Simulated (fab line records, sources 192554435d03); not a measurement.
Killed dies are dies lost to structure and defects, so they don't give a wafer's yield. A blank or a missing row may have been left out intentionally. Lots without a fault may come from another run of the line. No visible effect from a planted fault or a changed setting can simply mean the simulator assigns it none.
Split-lot experiment | flow n5_finfet | 21 wafers read across 7 lots, on a route 1938 steps long

## THE SPLIT
At N5_FIN_SAQP_EXPOSE_13 (exposes mask FIN CORE, target cd 35.6 nm), the setting dose_mj was moved away from the recipe's 63.25 on 7 of the 21 wafers read, by -7.1% to +6.8%. For the rest of the wafers, this setting stayed at what the recipe calls for.

## FROM THE SPLIT TO THE READING: what the file shows between them, 2 steps
- N5_FIN_SAQP_PEB_14: peb time 60 s
- N5_FIN_SAQP_DEVELOP_15: develop time 30 s

## THE READING
cd_nm, in nm, at N5_FIN_SAQP_CD_MEAS_16 (target cd 35.6 nm). Typical for fault-free wafers on this fab line: 35.5 nm, with standard deviation 0.33 nm.

wafer  | tool, chamber at the split | dose_mj as run | against the recipe | cd_nm, nm | against lot-mates on the recipe
L077.1 | arfi_scanner-02, 0         | 63.25          | recipe             | 35.8      | -
L077.3 | arfi_scanner-02, 0         | 63.25          | recipe             | 35.5      | -
L077.4 | arfi_scanner-02, 0         | 63.25          | recipe             | 35.4      | -
L080.1 | arfi_scanner-01, 0         | 63.25          | recipe             | 35.7      | -
L080.3 | arfi_scanner-01, 0         | 63.25          | recipe             | 35.9      | -
L080.4 | arfi_scanner-01, 0         | 58.88          | -6.9%              | 37.6      | +1.8
L082.1 | arfi_scanner-01, 0         | 63.25          | recipe             | 35.0      | -
L082.4 | arfi_scanner-01, 0         | 63.25          | recipe             | 35.4      | -
L082.6 | arfi_scanner-01, 0         | 63.25          | recipe             | 35.8      | -
L086.2 | arfi_scanner-01, 0         | 63.25          | recipe             | 35.7      | -
L086.4 | arfi_scanner-01, 0         | 67.52          | +6.8%              | 33.9      | -1.8
L086.6 | arfi_scanner-01, 0         | 67.52          | +6.8%              | 33.8      | -1.9
L091.1 | arfi_scanner-03, 0         | 63.25          | recipe             | 34.9      | -
L091.2 | arfi_scanner-03, 0         | 63.25          | recipe             | 35.2      | -
L091.3 | arfi_scanner-03, 0         | 63.25          | recipe             | 35.5      | -
L094.3 | arfi_scanner-01, 0         | 63.25          | recipe             | 35.3      | -
L094.5 | arfi_scanner-01, 0         | 58.75          | -7.1%              | 37.6      | +2.3
L094.6 | arfi_scanner-01, 0         | 58.75          | -7.1%              | 37.6      | +2.3
L095.2 | arfi_scanner-01, 0         | 60.89          | -3.7%              | 36.8      | +1.0
L095.3 | arfi_scanner-01, 0         | 63.25          | recipe             | 35.8      | -
L095.6 | arfi_scanner-01, 0         | 60.89          | -3.7%              | 36.6      | +0.8

THE FIT
A straight line over all 21 wafers: cd_nm changes by -0.279 nm for each +1% of dose_mj; r = -0.97; the points scatter about the line by 0.28 nm.
The same after taking each lot's own level away (the mean of its wafers on the recipe; 21 wafers): -0.286 nm for each +1%; r = -0.98; scatter 0.21 nm.
Per that fit: largest dose_mj move, reading shift of 2 nm.
The span of the lots' own levels, 35.20 to 35.80 nm, comes to 1.8 times the standard deviation stated above.
Hence the lot-to-lot level has little effect on the slope; both slopes agree.
Check: with one of the wafers moved furthest among these (-7.1%) left out of the fit, the line predicts +1.98 nm for it against its lot-mates. Against them it came out at +2.3 nm.

## OTHER SPLITS ON THESE WAFERS
Note: prior to the reading, these wafers also went through further splits. Each is held against what the fit with the lots' levels taken away leaves over:
other split on the same wafers        | wafers away from the commonest value | r with cd_nm (lot level and that fit taken away)
N5_WELL_APT_EXPOSE_05 dose_mj         | 7                                    | -0.13
N5_WELL_APT_DEVELOP_07 develop_time_s | 7                                    | +0.16
N5_FIN_SAQP_COAT_49 spin_rpm          | 6                                    | -0.01

## THE FILE'S OWN FIT
cd_nm changes by -0.282 nm for each +1% of dose_mj, r = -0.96.
